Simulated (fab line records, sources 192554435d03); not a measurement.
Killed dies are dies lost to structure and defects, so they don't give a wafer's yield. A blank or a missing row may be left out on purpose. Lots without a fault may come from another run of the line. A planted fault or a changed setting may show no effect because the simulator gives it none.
fab line records | flow n5_finfet
record lots=24 wafers=72 last_day=17
route steps=1938 shown BEOL_M0_SAQP@650 BEOL_M0@718
lots that met no fault: from a run of the same line without faults
start_h: hours from the record's first day to the start of the lot's first wafer shown | wait_h: hours since the lot's step before | " the same as in the row above | L1.1+2: a row that stands for several wafers | - no value, or no start given | * or withheld: withheld | < > ~ a bound
route shown NAME@n: a module of which the file shows steps, and the number in the route of the first | usual: mean/standard deviation of fault-free wafers | same: alike in all rows | chamber/n: place in a boat | sites: the reading at each site | _std_site: their standard deviation | _edge_site: outer sites' mean less inner sites' | radius_mm: how far each site lies from the wafer's centre | mask NAME#n: copy n | behind: the tool/chamber that last shaped the wafer | hold: why the lot was held/for how many hours/how that ended | device: the transistor (n, p or np) that didn't switch | end of line: the same wafers' tests at the end of the route | a step without rows: its recipe alone | killed: dies lost to structure and defects at the first sort, not the wafer's yield | map: a wafer's dies, x killed, . not, _ none there
set.NAME: the setting as run; set.NAME@STEP: as run at that earlier step | model.NAME: the simulator's own value behind a step, which no gauge read
steps of the route over a sample of lots; a table a step, a row a wafer
services: from which hour (start_h, from the record's first day; less than 0 if before it) a tool's chamber was out of use, for how many hours, and why
## steps
# step N5_BEOL_M0_SAQP_OVL_MEAS_15
# recipe points_per_wafer=44
# usual M0_CORE_OVL=0.1/0.7
# columns lot.wafer tool chamber start_h wait_h M0_CORE_OVL[nm]
L074.3 overlay-02 0 111.68 0.0 1.7
L074.5 " 0 " " 0.6
L074.6 " 0 " " 0.5
L075.3 overlay-01 0 115.50 0.0 0.5
L075.4 " 0 " " -0.5
L075.5 " 0 " " 0.6
L076.2 overlay-02 0 124.18 0.0 -0.6
L076.4 " 0 " " -0.6
L076.5 " 0 " " -0.4
L077.1 overlay-01 0 127.24 0.0 1.4
L077.3 " 0 " " 1.0
L077.5 " 0 " " 1.2
L078.4 overlay-02 0 134.16 0.0 -0.6
L078.5 " 0 " " 0.4
L078.6 " 0 " " -0.5
L079.2 overlay-02 0 138.98 0.0 0.3
L079.3 " 0 " " 0.4
L079.6 " 0 " " 0.0
L080.2 overlay-01 0 148.54 0.0 0.0
L080.3 " 0 " " 0.5
L080.5 " 0 " " 1.0
L081.1 overlay-01 0 156.62 0.0 0.3
L081.3 " 0 " " -0.1
L081.6 " 0 " " 0.2
L082.1 overlay-01 0 162.74 0.0 0.8
L082.4 " 0 " " 0.5
L082.6 " 0 " " 0.4
L083.1 overlay-01 0 166.55 0.0 -0.6
L083.3 " 0 " " -0.7
L083.4 " 0 " " -0.7
L084.2 overlay-01 0 175.16 0.0 -1.5
L084.5 " 0 " " -0.6
L084.6 " 0 " " -1.0
L085.3 overlay-02 0 183.66 0.0 -0.5
L085.4 " 0 " " -0.5
L085.6 " 0 " " -0.1
L086.2 overlay-02 0 188.68 0.0 0.6
L086.4 " 0 " " 0.5
L086.5 " 0 " " -0.5
L087.2 overlay-01 0 195.57 0.0 -0.3
L087.3 " 0 " " -0.6
L087.6 " 0 " " 0.1
L088.4 overlay-01 0 197.55 0.0 0.6
L088.5 " 0 " " -0.6
L088.6 " 0 " " 0.5
L089.1 overlay-01 0 201.64 0.0 0.1
L089.3 " 0 " " 2.0
L089.4 " 0 " " 0.6
L090.1 overlay-01 0 203.89 0.0 0.4
L090.2 " 0 " " 0.3
L090.6 " 0 " " 0.3
L092.2 overlay-01 0 213.19 0.0 -0.3
L092.3 " 0 " " 0.2
L092.6 " 0 " " 0.7
L091.1 overlay-02 0 216.59 0.0 0.7
L091.2 " 0 " " -0.7
L091.3 " 0 " " -0.4
L093.1 overlay-02 0 220.96 0.0 -0.8
L093.2 " 0 " " -1.3
L093.6 " 0 " " -1.1
L094.1 overlay-02 0 228.37 0.0 0.1
L094.2 " 0 " " -0.4
L094.6 " 0 " " -0.6
L095.2 overlay-02 0 235.09 0.0 0.4
L095.3 " 0 " " -0.5
L095.5 " 0 " " 0.4
L096.2 overlay-01 0 244.23 0.0 0.0
L096.5 " 0 " " 0.8
L096.6 " 0 " " -0.7
L097.4 overlay-02 0 247.78 0.0 0.3
L097.5 " 0 " " 0.8
L097.6 " 0 " " 0.3
# step N5_BEOL_M0_SAQP_MANDREL1_REMOVE_100
# recipe chemistry=HBr/Cl2/O2 bt_time_s=10 target=a-Si stop_on=SiNx endpoint=OES-SiCl over_etch_frac=0.85 icp_w=600 bias_w=30 HBr_flow_sccm=150 Cl2_flow_sccm=80 O2_flow_sccm=5 pressure_mtorr=10
# usual drypump_motor_current_A=5.66/0.26 oes_product_au=0.997/0.018 throttle_valve_pct=36.82/0.19
# columns lot.wafer tool chamber start_h wait_h drypump_motor_current_A oes_product_au rf_hours_counter_h throttle_valve_pct
L074.3 rie_si-01 0 113.50 0.1 5.28 1.008 26 36.78
L074.5 " 3 " " 5.63 0.962 - 37.16
L074.6 " 2 " " 5.96 1.013 - 36.59
L075.3 rie_si-01 1 117.25 0.1 5.62 0.988 164 36.74
L075.4 " 2 " " 5.98 1.007 86 36.63
L075.5 " 0 " " 5.36 0.998 - 36.77
L076.2 rie_si-02 2 125.69 0.1 5.94 0.954 172 36.99
L076.4 " 3 " " 6.00 1.011 178 36.76
L076.5 " 1 " " 5.45 0.992 - 36.54
L077.1 rie_si-02 2 128.98 0.1 5.94 0.971 172 37.00
L077.3 " 3 " " 6.00 1.006 178 36.76
L077.5 " 1 " " 5.49 0.999 - 36.54
L078.4 rie_si-03 2 135.92 0.1 5.64 0.992 68 37.04
L078.5 " 2 " " 5.64 0.992 - 37.03
L078.6 " 3 " " 5.77 0.995 - 36.97
L079.2 rie_si-03 3 141.20 0.1 5.79 1.003 31 36.97
L079.3 " 0 " " 5.90 1.005 87 36.62
L079.6 " 3 " " 5.80 1.017 - 36.98
L080.2 rie_si-02 0 152.24 0.1 5.25 1.019 100 36.97
L080.3 " 1 " " 5.46 0.997 99 36.54
L080.5 " 1 " " 5.53 0.981 - 36.55
L081.1 rie_si-01 2 158.86 0.1 5.96 1.008 86 36.62
L081.3 " 0 " " 5.30 0.985 26 36.77
L081.6 " 0 " " 5.26 0.992 - 36.77
L082.1 rie_si-02 2 164.38 0.1 5.94 0.986 173 36.99
L082.4 " 1 " " 5.52 0.998 99 36.52
L082.6 " 0 " " 5.23 1.017 - 36.97
L083.1 rie_si-02 2 168.59 0.1 5.94 0.959 173 37.00
L083.3 " 1 " " 5.50 0.988 99 36.53
L083.4 " 3 " " 6.02 1.010 179 36.75
L084.2 rie_si-01 3 176.77 0.1 5.66 0.973 77 37.17
L084.5 " 3 " " 5.67 0.971 - 37.17
L084.6 " 2 " " 5.97 1.006 - 36.62
L085.3 rie_si-02 0 185.50 0.1 5.23 1.027 100 36.97
L085.4 " 3 " " 6.00 1.024 179 36.76
L085.6 " 0 " " 5.19 1.020 - 36.99
L086.2 rie_si-02 0 191.40 0.1 5.23 1.012 100 36.98
L086.4 " 2 " " 5.92 0.956 173 36.98
L086.5 " 2 " " 5.94 0.960 - 37.01
L087.2 rie_si-03 2 197.13 0.1 5.63 0.998 69 37.02
L087.3 " 1 " " 5.37 1.018 189 36.74
L087.6 " 1 " " 5.37 1.011 - 36.74
L088.4 rie_si-01 3 199.49 0.1 5.63 0.971 78 37.17
L088.5 " 1 " " 5.58 0.972 - 36.76
L088.6 " 2 " " 5.97 0.996 - 36.62
L089.1 rie_si-03 2 203.20 0.1 5.62 1.002 69 37.04
L089.3 " 0 " " 5.87 1.017 88 36.62
L089.4 " 3 " " 5.79 1.013 - 36.97
L090.1 rie_si-03 2 205.92 0.1 5.61 1.011 69 37.04
L090.2 " 3 " " 5.78 1.008 32 36.98
L090.6 " 2 " " 5.61 1.004 - 37.03
L092.2 rie_si-01 0 214.70 0.1 5.31 0.998 27 36.78
L092.3 " 1 " " 5.57 0.978 166 36.75
L092.6 " 3 " " 5.66 0.981 - 37.14
L091.1 rie_si-02 2 219.26 0.1 5.94 0.962 174 37.01
L091.2 " 3 " " 5.99 1.017 180 36.77
L091.3 " 1 " " 5.49 0.993 100 36.54
L093.1 rie_si-02 0 223.08 0.1 5.19 1.028 101 36.99
L093.2 " 2 " " 5.95 0.964 174 36.98
L093.6 " 2 " " 5.95 0.966 - 36.99
L094.1 rie_si-03 3 230.46 0.1 5.81 1.010 33 36.97
L094.2 " 0 " " 5.84 1.008 89 36.59
L094.6 " 1 " " 5.38 0.992 - 36.68
L095.2 rie_si-03 2 236.60 0.1 5.60 0.999 70 37.05
L095.3 " 0 " " 5.89 1.019 89 36.60
L095.5 " 1 " " 5.37 1.009 - 36.68
L096.2 rie_si-01 0 245.91 0.1 5.29 0.977 28 36.77
L096.5 " 2 " " 5.97 1.008 - 36.63
L096.6 " 1 " " 5.60 0.980 - 36.73
L097.4 rie_si-02 2 249.65 0.1 5.92 0.974 174 37.01
L097.5 " 2 " " 5.93 0.965 - 37.00
L097.6 " 1 " " 5.48 0.994 - 36.52
# step N5_BEOL_M0_SAQP_ETCH_101
# recipe chemistry=CH3F/O2 target=SiNx mask_material=SiO2 target_depth_a=299 time_s=42.7 pressure_mtorr=30 source_w=395 bias_w=73 Ar_flow_sccm=150 CH3F_flow_sccm=30 O2_flow_sccm=20 ion_energy_ev=120
# usual drypump_motor_current_A=5.78/0.28 oes_product_au=0.76/0.078 rf_vpp_V=297.8/2.4 showerhead_plenum_p_Torr=2.01/0.06 throttle_valve_pct=16.48/0.26
# columns lot.wafer tool chamber start_h wait_h drypump_motor_current_A oes_product_au rf_hours_counter_h rf_vpp_V showerhead_plenum_p_Torr throttle_valve_pct
L074.3 rie_diel-06 3 113.65 0.0 6.17 0.83 62 300.2 1.95 16.39
L074.5 " 2 " " 5.78 0.76 - 301.6 2.08 16.49
L074.6 " 3 " " 6.18 0.85 - 300.3 1.95 16.41
L075.3 rie_diel-04 1 117.45 0.1 6.27 1.02 1 299.9 2.14 16.33
L075.4 " 2 " " 5.82 0.95 14 302.0 1.96 15.69
L075.5 " 3 " " 5.46 0.74 - 294.9 1.99 16.60
L076.2 rie_diel-02 1 125.84 0.0 5.89 0.72 191 298.0 1.99 16.68
L076.4 " 2 " " 5.35 0.79 125 294.2 1.93 16.18
L076.5 " 3 " " 5.60 0.68 - 294.1 2.05 16.55
L077.1 rie_diel-02 3 129.13 0.0 5.60 0.69 224 294.6 2.05 16.55
L077.3 " 2 " " 5.30 0.79 126 295.1 1.93 16.15
L077.5 " 3 " " 5.59 0.69 - 294.5 2.05 16.54
L078.4 rie_diel-02 3 136.06 0.0 5.61 0.68 227 295.1 2.05 16.56
L078.5 " 3 " " 5.60 0.69 - 295.0 2.05 16.55
L078.6 " 0 " " 6.10 0.78 - 299.4 2.01 16.60
L079.2 rie_diel-02 1 141.35 0.0 5.90 0.72 196 298.3 1.98 16.69
L079.3 " 3 " " 5.59 0.69 229 296.0 2.05 16.55
L079.6 " 1 " " 5.88 0.72 - 298.6 1.98 16.69
L080.2 rie_diel-04 0 152.39 0.0 5.86 0.78 144 298.1 2.08 16.66
L080.3 " 3 " " 5.46 0.74 204 294.3 1.98 16.58
L080.5 " 1 " " 6.24 0.96 - 298.1 2.13 16.36
L081.1 rie_diel-02 1 159.08 0.1 5.88 0.72 202 298.4 1.98 16.71
L081.3 " 2 " " 5.31 0.78 137 295.2 1.93 16.16
L081.6 " 3 " " 5.59 0.68 - 295.6 2.05 16.56
L082.1 rie_diel-02 1 164.53 0.0 5.90 0.71 204 297.8 1.98 16.71
L082.4 " 2 " " 5.32 0.77 139 295.6 1.93 16.20
L082.6 " 1 " " 5.90 0.72 - 298.3 1.98 16.72
L083.1 rie_diel-04 2 168.74 0.0 5.83 0.90 27 299.5 1.96 15.71
L083.3 " 0 " " 5.81 0.77 149 298.9 2.07 16.66
L083.4 " 3 " " 5.46 0.73 210 295.2 1.98 16.60
L084.2 rie_diel-06 2 176.91 0.0 5.76 0.73 180 301.4 2.08 16.51
L084.5 " 3 " " 6.13 0.80 - 300.8 1.94 16.42
L084.6 " 2 " " 5.78 0.74 - 301.4 2.08 16.52
L085.3 rie_diel-06 2 185.65 0.0 5.76 0.73 182 300.3 2.08 16.54
L085.4 " 0 " " 5.82 0.68 234 299.0 2.05 16.77
L085.6 " 0 " " 5.81 0.68 - 298.2 2.05 16.77
L086.2 rie_diel-04 2 191.55 0.0 5.83 0.90 32 298.5 1.95 15.71
L086.4 " 3 " " 5.47 0.72 215 296.0 1.98 16.63
L086.5 " 0 " " 5.82 0.77 - 296.8 2.07 16.66
L087.2 rie_diel-02 2 197.29 0.0 5.34 0.77 147 294.7 1.92 16.20
L087.3 " 1 " " 5.90 0.71 213 298.8 1.98 16.72
L087.6 " 2 " " 5.33 0.77 - 295.8 1.92 16.22
L088.4 rie_diel-02 3 199.68 0.1 5.58 0.67 244 295.7 2.05 16.58
L088.5 " 0 " " 6.09 0.75 - 297.6 2.00 16.62
L088.6 " 3 " " 5.60 0.67 - 294.3 2.05 16.59
L089.1 rie_diel-04 3 203.35 0.0 5.46 0.73 218 294.1 1.98 16.61
L089.3 " 2 " " 5.84 0.89 35 297.5 1.95 15.72
L089.4 " 0 " " 5.85 0.77 157 297.2 2.07 16.67
L090.1 rie_diel-06 0 206.08 0.0 5.86 0.67 239 297.2 2.05 16.77
L090.2 " 2 " " 5.76 0.73 187 301.0 2.07 16.55
L090.6 " 0 " " 5.84 0.67 - 299.2 2.05 16.77
L092.2 rie_diel-04 1 214.85 0.0 6.26 0.93 29 298.7 2.13 16.40
L092.3 " 3 " " 5.48 0.72 221 293.6 1.98 16.63
L092.6 " 2 " " 5.84 0.89 - 300.1 1.95 15.73
L091.1 rie_diel-06 2 219.40 0.0 5.75 0.73 191 301.8 2.07 16.54
L091.2 " 3 " " 6.15 0.80 94 298.9 1.94 16.46
L091.3 " 0 " " 5.81 0.68 243 299.1 2.05 16.77
L093.1 rie_diel-06 0 223.24 0.0 5.82 0.68 245 298.3 2.05 16.77
L093.2 " 2 " " 5.75 0.72 193 301.7 2.07 16.55
L093.6 " 2 " " 5.75 0.73 - 299.6 2.07 16.53
L094.1 rie_diel-04 1 230.70 0.1 6.25 0.92 33 297.5 2.13 16.41
L094.2 " 2 " " 5.81 0.89 43 298.2 1.95 15.75
L094.6 " 3 " " 5.49 0.72 - 294.6 1.98 16.65
L095.2 rie_diel-02 2 236.75 0.0 5.33 0.75 160 295.2 1.92 16.23
L095.3 " 0 " " 6.09 0.74 176 298.0 2.00 16.64
L095.5 " 1 " " 5.90 0.70 - 298.3 1.97 16.75
L096.2 rie_diel-02 1 246.06 0.0 5.90 0.69 230 299.1 1.97 16.76
L096.5 " 2 " " 5.29 0.75 - 293.3 1.92 16.24
L096.6 " 0 " " 6.07 0.73 - 296.9 2.00 16.64
L097.4 rie_diel-02 1 249.80 0.0 5.91 0.69 231 299.9 1.97 16.76
L097.5 " 2 " " 5.30 0.76 - 294.5 1.92 16.26
L097.6 " 1 " " 5.90 0.70 - 299.9 1.97 16.75
# step N5_BEOL_M0_SAQP_ETCH_102
# recipe chemistry=CF4 target=SiO2 target_depth_a=40 ion_energy_ev=350 time_s=4.4 pressure_mtorr=10 icp_w=800 bias_w=400 cf4_flow_sccm=80
# usual drypump_motor_current_A=5.64/0.25 oes_product_au=0.997/0.018 throttle_valve_pct=21.88/0.17
# columns lot.wafer tool chamber start_h wait_h drypump_motor_current_A oes_product_au rf_hours_counter_h throttle_valve_pct
L074.3 rie_si-02 2 113.76 0.1 5.94 0.965 172 21.92
L074.5 " 2 " " 5.94 0.964 - 21.92
L074.6 " 1 " " 5.48 0.990 - 21.61
L075.3 rie_si-03 0 117.55 0.1 5.87 1.000 87 21.72
L075.4 " 3 " " 5.79 0.999 30 21.95
L075.5 " 0 " " 5.89 0.998 - 21.71
L076.2 rie_si-01 1 125.94 0.1 5.58 0.982 164 21.77
L076.4 " 3 " " 5.68 0.972 76 22.11
L076.5 " 2 " " 5.95 1.014 - 21.77
L077.1 rie_si-03 0 129.23 0.1 5.89 1.005 87 21.71
L077.3 " 1 " " 5.35 1.027 188 21.69
L077.5 " 0 " " 5.85 1.012 - 21.71
L078.4 rie_si-01 3 136.17 0.1 5.64 0.973 76 22.12
L078.5 " 0 " " 5.29 0.999 - 22.06
L078.6 " 1 " " 5.60 0.984 - 21.76
L079.2 rie_si-02 0 141.46 0.1 5.22 1.015 99 21.97
L079.3 " 2 " " 5.94 0.969 173 21.93
L079.6 " 1 " " 5.47 0.986 - 21.62
L080.2 rie_si-03 3 152.49 0.1 5.77 1.010 31 21.95
L080.3 " 1 " " 5.37 1.025 188 21.68
L080.5 " 2 " " 5.60 1.012 - 22.12
L081.1 rie_si-02 2 159.18 0.1 5.93 0.968 173 21.93
L081.3 " 3 " " 6.00 1.007 179 21.83
L081.6 " 1 " " 5.51 0.991 - 21.63
L082.1 rie_si-03 3 164.64 0.1 5.80 1.015 31 21.93
L082.4 " 2 " " 5.63 1.002 68 22.13
L082.6 " 0 " " 5.85 1.000 - 21.69
L083.1 rie_si-03 0 168.85 0.1 5.85 1.000 88 21.68
L083.3 " 2 " " 5.60 0.991 68 22.12
L083.4 " 1 " " 5.38 1.023 189 21.68
L084.2 rie_si-02 1 177.02 0.1 5.51 0.989 99 21.61
L084.5 " 2 " " 5.95 0.965 - 21.92
L084.6 " 1 " " 5.50 0.995 - 21.60
L085.3 rie_si-01 2 185.76 0.1 5.97 1.017 87 21.77
L085.4 " 1 " " 5.57 0.976 166 21.76
L085.6 " 1 " " 5.58 0.975 - 21.75
L086.2 rie_si-01 2 191.65 0.1 5.97 1.012 87 21.77
L086.4 " 3 " " 5.62 0.969 - 22.11
L086.5 " 0 " " 5.31 1.003 - 22.05
L087.2 rie_si-01 1 197.39 0.1 5.62 0.976 166 21.75
L087.3 " 0 " " 5.30 1.007 27 22.05
L087.6 " 0 " " 5.29 1.011 - 22.05
L088.4 rie_si-01 2 199.78 0.1 5.96 1.015 87 21.79
L088.5 " 3 " " 5.66 0.967 - 22.12
L088.6 " 2 " " 5.95 1.010 - 21.79
L089.1 rie_si-01 3 203.46 0.1 5.67 0.976 78 22.12
L089.3 " 1 " " 5.57 0.978 166 21.73
L089.4 " 0 " " 5.28 1.004 27 22.05
L090.1 rie_si-01 0 206.18 0.1 5.29 1.006 27 22.04
L090.2 " 1 " " 5.57 0.973 166 21.75
L090.6 " 2 " " 5.96 1.008 - 21.76
L092.2 rie_si-02 0 214.95 0.1 5.20 1.013 101 21.96
L092.3 " 2 " " 5.95 0.958 174 21.92
L092.6 " 3 " " 6.00 1.003 - 21.84
L091.1 rie_si-03 1 219.51 0.1 5.38 0.996 0 21.59
L091.2 " 2 " " 5.63 1.002 70 22.13
L091.3 " 0 " " 5.85 1.005 89 21.71
L093.1 rie_si-03 0 223.34 0.1 5.86 1.017 89 21.70
L093.2 " 3 " " 5.78 1.018 33 21.95
L093.6 " 3 " " 5.76 1.013 - 21.94
L094.1 rie_si-01 2 230.81 0.1 5.96 1.020 88 21.78
L094.2 " 0 " " 5.26 1.003 28 22.05
L094.6 " 3 " " 5.64 0.972 - 22.09
L095.2 rie_si-01 2 236.85 0.1 5.95 1.012 88 21.78
L095.3 " 3 " " 5.68 0.981 78 22.12
L095.5 " 0 " " 5.27 1.007 - 22.06
L096.2 rie_si-02 2 246.16 0.1 5.94 0.974 174 21.94
L096.5 " 1 " " 5.48 0.997 - 21.61
L096.6 " 2 " " 5.95 0.972 - 21.91
L097.4 rie_si-01 1 249.90 0.1 5.61 0.973 167 21.74
L097.5 " 2 " " 5.98 1.019 - 21.77
L097.6 " 1 " " 5.58 0.976 - 21.75
# step N5_BEOL_M0_SAQP_SPACER2_ALD_26
# recipe material=SiO2 target_thk_a=150 temp_c=300 ald_precursor_family=BDEAS ald_co_reactant=O2-plasma pulse_time_s=1 purge_time_s=2 co_reactant_purge_time_s=2 pressure_torr=2
# usual heater_power_w=478/60 precursor_pulse_height_rel=1.000/0.021
# columns lot.wafer tool chamber start_h wait_h heater_power_w precursor_pulse_height_rel
L074.3 ald_sin-03 2 115.25 0.7 508 1.033
L074.5 " 0 " " 506 1.000
L074.6 " 3 " " 447 0.996
L075.3 ald_sin-03 3 118.42 0.1 450 1.016
L075.4 " 1 " " 490 0.999
L075.5 " 1 " " 487 1.032
L076.2 ald_sin-03 2 126.86 0.1 521 0.985
L076.4 " 0 " " 501 1.012
L076.5 " 3 " " 445 0.989
L077.1 ald_sin-03 3 130.10 0.1 443 1.009
L077.3 " 0 " " 507 1.003
L077.5 " 3 " " 442 0.980
L078.4 ald_sin-01 0 137.04 0.1 398 0.995
L078.5 " 2 " " 439 0.984
L078.6 " 3 " " 633 1.012
L079.2 ald_sin-01 2 143.31 1.1 434 1.024
L079.3 " 3 " " 657 1.016
L079.6 " 1 " " 421 0.972
L080.2 ald_sin-03 1 155.35 1.9 507 1.002
L080.3 " 2 " " 516 1.024
L080.5 " 1 " " 495 0.998
L081.1 ald_sin-03 0 160.05 0.1 500 0.978
L081.3 " 1 " " 493 1.015
L081.6 " 1 " " 492 1.011
L082.1 ald_sin-03 1 165.76 0.2 485 0.984
L082.4 " 3 " " 443 0.979
L082.6 " 2 " " 514 0.982
L083.1 ald_sin-04 3 169.79 0.1 390 0.998
L083.3 " 2 " " 476 1.027
L083.4 " 1 " " 491 0.989
L084.2 ald_sin-03 3 178.29 0.5 454 0.980
L084.5 " 2 " " 505 0.982
L084.6 " 1 " " 483 1.016
L085.3 ald_sin-01 0 187.66 1.1 406 1.020
L085.4 " 1 " " 420 0.977
L085.6 " 3 " " 650 0.954
L086.2 ald_sin-03 1 193.86 1.4 496 0.996
L086.4 " 2 " " 527 0.949
L086.5 " 3 " " 457 1.011
L087.2 ald_sin-04 0 198.41 0.2 406 1.018
L087.3 " 3 " " 387 0.983
L087.6 " 1 " " 488 1.004
L088.4 ald_sin-03 0 200.69 0.1 501 1.019
L088.5 " 1 " " 486 1.022
L088.6 " 2 " " 528 0.983
L089.1 ald_sin-03 0 204.58 0.4 512 0.985
L089.3 " 3 " " 449 0.984
L089.4 " 1 " " 495 1.011
L090.1 ald_sin-03 3 207.07 0.1 454 1.016
L090.2 " 2 " " 519 0.998
L090.6 " 3 " " 446 0.971
L092.2 ald_sin-01 3 215.93 0.1 663 1.006
L092.3 " 0 " " 418 1.001
L092.6 " 1 " " 412 1.021
L091.1 ald_sin-04 2 220.39 0.1 473 1.008
L091.2 " 3 " " 392 0.997
L091.3 " 1 " " 472 0.986
L093.1 ald_sin-01 3 224.29 0.1 648 0.968
L093.2 " 1 " " 416 0.983
L093.6 " 1 " " 421 1.018
L094.1 ald_sin-03 0 231.68 0.1 496 0.999
L094.2 " 2 " " 514 1.017
L094.6 " 3 " " 447 0.986
L095.2 ald_sin-01 2 237.72 0.1 432 0.985
L095.3 " 1 " " 422 1.000
L095.5 " 3 " " 654 1.069
L096.2 ald_sin-04 0 247.21 0.1 411 1.013
L096.5 " 0 " " 399 0.989
L096.6 " 3 " " 387 0.999
L097.4 ald_sin-03 0 250.77 0.1 512 1.031
L097.5 " 1 " " 493 0.997
L097.6 " 2 " " 514 0.977
# step N5_BEOL_M0_STRIP_104
# recipe chemistry=N2/H2 power_w=450 temp_c=40 pressure_mtorr=20 rf_frequency_hz=6e+07 overash_fraction=0.3 bias_power_w=7 h2_frac=0.5 n2_flow_sccm=200 h2_flow_sccm=200
# usual drypump_motor_current_A=5.8/0.49 oes_product_au=0.76/0.073 rf_vpp_V=59.3/1.6 showerhead_plenum_p_Torr=2.56/0.092 throttle_valve_pct=23.6/0.31
# columns lot.wafer tool chamber start_h wait_h drypump_motor_current_A oes_product_au rf_hours_counter_h rf_vpp_V showerhead_plenum_p_Torr throttle_valve_pct
L074.3 rie_diel-05 2 119.76 0.0 6.3 0.73 173 59.2 2.54 23.8
L074.5 " 1 " " 6.2 0.72 - 56.9 2.51 23.8
L074.6 " 0 " " 5.2 0.73 - 60.1 2.62 23.7
L075.3 rie_diel-05 2 122.83 0.0 6.3 0.73 175 58.0 2.54 23.8
L075.4 " 1 " " 6.2 0.72 220 60.2 2.51 23.8
L075.5 " 2 " " 6.3 0.73 - 58.1 2.53 23.8
L076.2 rie_diel-05 3 130.97 0.0 5.4 0.75 172 61.0 2.54 23.8
L076.4 " 2 " " 6.3 0.72 177 57.5 2.53 23.8
L076.5 " 2 " " 6.3 0.72 - 59.3 2.53 23.8
L077.1 rie_diel-01 0 133.58 0.0 5.5 0.70 239 60.1 2.61 23.4
L077.3 " 1 " " 6.1 0.72 181 58.0 2.42 23.3
L077.5 " 3 " " 5.1 0.85 - 58.0 2.70 23.5
L078.4 rie_diel-03 0 145.56 0.0 6.3 0.94 16 58.7 2.48 23.3
L078.5 " 0 " " 6.3 0.93 - 60.5 2.48 23.3
L078.6 " 3 " " 6.3 0.79 - 60.4 2.44 23.3
L079.2 rie_diel-01 0 149.86 0.0 5.5 0.68 245 61.4 2.61 23.3
L079.3 " 2 " " 5.4 0.85 62 58.0 2.69 23.4
L079.6 " 3 " " 5.1 0.82 - 58.9 2.70 23.6
L080.2 rie_diel-05 1 161.41 0.0 6.2 0.70 236 61.3 2.50 23.8
L080.3 " 3 " " 5.4 0.73 184 59.0 2.53 23.8
L080.5 " 2 " " 6.3 0.72 - 57.9 2.53 23.8
L081.1 rie_diel-01 2 165.08 0.0 5.4 0.82 69 60.9 2.69 23.5
L081.3 " 1 " " 6.1 0.71 193 57.1 2.42 23.3
L081.6 " 3 " " 5.1 0.82 - 59.5 2.69 23.6
L082.1 rie_diel-03 1 171.80 0.0 5.7 0.80 99 61.3 2.66 23.0
L082.4 " 3 " " 6.3 0.78 126 58.7 2.44 23.3
L082.6 " 0 " " 6.3 0.91 - 58.7 2.48 23.3
L083.1 rie_diel-05 0 179.32 0.0 5.2 0.70 221 63.0 2.61 23.8
L083.3 " 1 " " 6.2 0.70 243 56.6 2.50 23.8
L083.4 " 2 " " 6.3 0.69 196 61.4 2.53 23.8
L084.2 rie_diel-01 1 182.40 0.0 6.1 0.72 199 55.9 2.42 23.3
L084.5 " 2 " " 5.4 0.82 - 57.5 2.68 23.5
L084.6 " 1 " " 6.1 0.72 - 61.8 2.42 23.3
L085.3 rie_diel-01 1 196.55 0.0 6.1 0.71 203 58.8 2.41 23.3
L085.4 " 0 " " 5.5 0.97 4 59.3 2.60 22.9
L085.6 " 0 " " 5.5 0.97 - 60.4 2.60 22.9
L086.2 rie_diel-03 0 200.45 0.0 6.3 0.89 33 57.8 2.47 23.3
L086.4 " 1 " " 5.6 0.79 108 58.7 2.66 23.0
L086.5 " 3 " " 6.3 0.76 - 57.6 2.43 23.3
L087.2 rie_diel-01 1 202.25 0.0 6.1 0.70 205 58.6 2.41 23.3
L087.3 " 0 " " 5.5 0.95 5 59.7 2.60 23.0
L087.6 " 2 " " 5.4 0.81 - 55.7 2.68 23.5
L088.4 rie_diel-05 0 205.73 0.0 5.2 0.70 - 60.1 2.61 23.8
L088.5 " 3 " " 5.4 0.72 - 59.4 2.53 23.8
L088.6 " 2 " " 6.3 0.69 - 58.1 2.52 23.8
L089.1 rie_diel-03 1 209.02 0.0 5.7 0.79 111 58.1 2.65 23.0
L089.3 " 2 " " 6.6 0.72 217 61.7 2.62 24.1
L089.4 " 3 " " 6.3 0.77 137 59.1 2.43 23.3
L090.1 rie_diel-05 0 211.77 0.0 5.2 0.70 233 59.3 2.60 23.8
L090.2 " 3 " " 5.4 0.71 203 59.6 2.53 23.8
L090.6 " 2 " " 6.3 0.71 - 58.1 2.52 23.9
L092.2 rie_diel-03 3 219.83 0.0 6.3 0.76 141 59.1 2.43 23.3
L092.3 " 0 " " 6.3 0.87 41 58.3 2.47 23.4
L092.6 " 2 " " 6.6 0.70 - 59.4 2.62 24.2
L091.1 rie_diel-01 3 225.68 0.0 5.1 0.79 79 56.9 2.68 23.5
L091.2 " 2 " " 5.4 0.80 90 58.8 2.68 23.5
L091.3 " 1 " " 6.1 0.70 213 57.4 2.41 23.3
L093.1 rie_diel-03 3 227.79 0.0 6.3 0.78 144 60.4 2.43 23.3
L093.2 " 0 " " 6.3 0.89 44 60.2 2.47 23.3
L093.6 " 1 " " 5.6 0.77 - 60.1 2.65 23.0
L094.1 rie_diel-05 3 237.48 0.0 5.4 0.72 212 61.0 2.52 23.8
L094.2 " 2 " " 6.3 0.69 216 59.5 2.52 23.9
L094.6 " 0 " " 5.2 0.69 - 58.4 2.60 23.8
L095.2 rie_diel-01 0 241.47 0.0 5.5 0.92 17 58.4 2.60 22.9
L095.3 " 2 " " 5.4 0.80 96 60.1 2.67 23.5
L095.5 " 1 " " 6.1 0.70 - 57.8 2.41 23.3
L096.2 rie_diel-05 0 251.72 0.0 5.2 0.69 247 58.9 2.60 23.8
L096.5 " 0 " " 5.2 0.69 - 60.1 2.60 23.7
L096.6 " 1 " " 6.2 0.93 - 59.2 2.49 23.5
L097.4 rie_diel-03 2 254.74 0.0 6.6 0.69 233 58.9 2.61 24.2
L097.5 " 2 " " 6.6 0.70 - 59.9 2.61 24.2
L097.6 " 3 " " 6.3 0.77 - 58.8 2.42 23.3
## services
# columns tool chamber start_h hours kind
rie_diel-03 - 94.92 10.0 pm
rie_diel-03 3 109.32 3.6 repair
rie_si-01 1 118.02 3.2 repair
rie_diel-06 1 133.57 9.6 repair
rie_diel-03 2 134.14 4.8 repair
rie_diel-04 3 137.47 4.1 repair
rie_si-02 1 143.48 6.7 repair
rie_diel-04 2 146.42 8.2 repair
rie_si-03 - 149.01 0.2 repair
ald_sin-04 - 153.72 1.1 repair
rie_si-02 2 157.50 1.6 repair
rie_diel-04 - 173.81 2.7 repair
ald_sin-04 - 176.75 14.0 pm
rie_si-01 1 187.20 8.5 repair
rie_si-02 - 191.67 8.5 repair
rie_si-03 1 198.66 - clean
rie_si-03 1 198.66 17.1 scheduled_down
rie_si-01 - 206.65 2.8 pm
rie_diel-01 0 225.59 5.0 repair
rie_si-02 3 233.22 12.4 repair
rie_diel-02 3 240.04 7.0 repair
ald_sin-01 - 242.63 2.0 repair
rie_diel-01 1 246.01 6.7 repair
ald_sin-04 0 248.06 3.2 repair
## key
fault none
